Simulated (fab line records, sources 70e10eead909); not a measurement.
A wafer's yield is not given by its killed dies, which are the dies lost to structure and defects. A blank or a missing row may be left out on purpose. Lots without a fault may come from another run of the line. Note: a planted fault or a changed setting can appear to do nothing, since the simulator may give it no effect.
Code-filled problem report in 8D (eight disciplines) form -- flow nand-harc -- the parts of the form that need people (team, actions taken, sign-off) are left out

1. PROBLEM STATEMENT
Wafers without a fault read 120.0 nm, standard deviation 0.51; cd-nm at NHARC_A_M1_CD_MEAS_09 reads a mean of 107.3 nm on 6 wafers belonging to 2 lots. That puts it -25 standard deviations away from the usual mean.
The step: target cd 120 nm.
Earliest sighting: wafer L872.1 on cd-sem-03 at day 28 23:15. The record holds 42 wafers of 14 lots with a number at this step. Rule for "out" (also "out of limits"): further than 4 standard deviations from the usual mean. Any other wafer with a number is counted as sound.

2. WHAT THIS IS AND IS NOT
question,is,is not
which readings at this step,cd-nm,-
which lots,"L872, L873","L858, L859, L860, L861, L862, L863, L871, L874, L876, L877, L880, L881"
which wafers of those lots,all that have a number,-
read on which gauges,"cd-sem-01, cd-sem-03",cd-sem-02
when,from day 28 23:15,"up to then (18 sound wafers); but 18 sound wafers of L871, L874, L876, L877, L880, L881 came after"

3. WHAT RULES OUT EACH SUSPECT
Counting: a tool stays on the suspect list if, at a process step up to the reading, it processed all lots that are out and no sound lot following the first of them.
- ruled out: the gauge at NHARC_A_M1_CD_MEAS_09. 2 gauges (cd-sem-01, cd-sem-03) read the wafers that are out.
- pvd-sputter-01 at NHARC_A_M0_DEGAS_28 (time 60 s): ruled out as a lasting fault. Sound lots L871, L874, L876 ran on it after its first lot that is out, L872 (day 28 20:19).
- litho-track-01 at NHARC_A_M1_PEB_07 (peb time 65 s): kept. It ran every lot that is out, first L872 (day 28 23:10), and no sound lot after that. On those wafers its own readings are out: heater-power-total-W, plate-temp-C.
Left after counting: litho-track-01 at NHARC_A_M1_PEB_07.

4. THE CAUSE (what the simulator had put in)
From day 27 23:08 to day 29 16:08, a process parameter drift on litho-track-01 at NHARC_A_M1_PEB_07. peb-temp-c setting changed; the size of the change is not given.
Only this tool survived the counting.

5. THE EFFECT CHAIN, in route order
One row per reading whose mean, taken over the struck wafers that have a number, lies over 3 standard deviations from the usual. Only readings for which the record gives a usual standard deviation are gone through. hours: the time from each lot's start at the first step in this table that gives one to its start at this step, as a median over the lots. sigmas: the change in usual standard deviations.
hours,step,reading,usual,on struck wafers,change,sigmas
0,NHARC_A_M1_PEB_07,heater-power-total-W,156.6 W,149.3,-7.2,-17
0,NHARC_A_M1_PEB_07,plate-temp-C,100.00 C,96.72,-3.28,-25
0,NHARC_A_M1_CD_MEAS_09,cd-nm,120.0 nm,107.3,-12.7,-25
Process steps it contains:
- NHARC_A_M1_PEB_07: peb time 65 s.

6. WHAT WOULD HAVE CAUGHT IT SOONER
In this record the first reading out of limits at a measuring or inspecting step was taken at day 28 23:15, 24 hours after the fault began at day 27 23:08.
The tool's own readings at NHARC_A_M1_PEB_07 were out on every struck wafer that the step has a row for (heater-power-total-W, plate-temp-C): an alarm limit on them would have fired on the first of those.
Among the 2 lots that are out, L873 began NHARC_A_M1_PEB_07 on litho-track-01 after day 28 23:15. A hold on the tool at that time would have spared it.
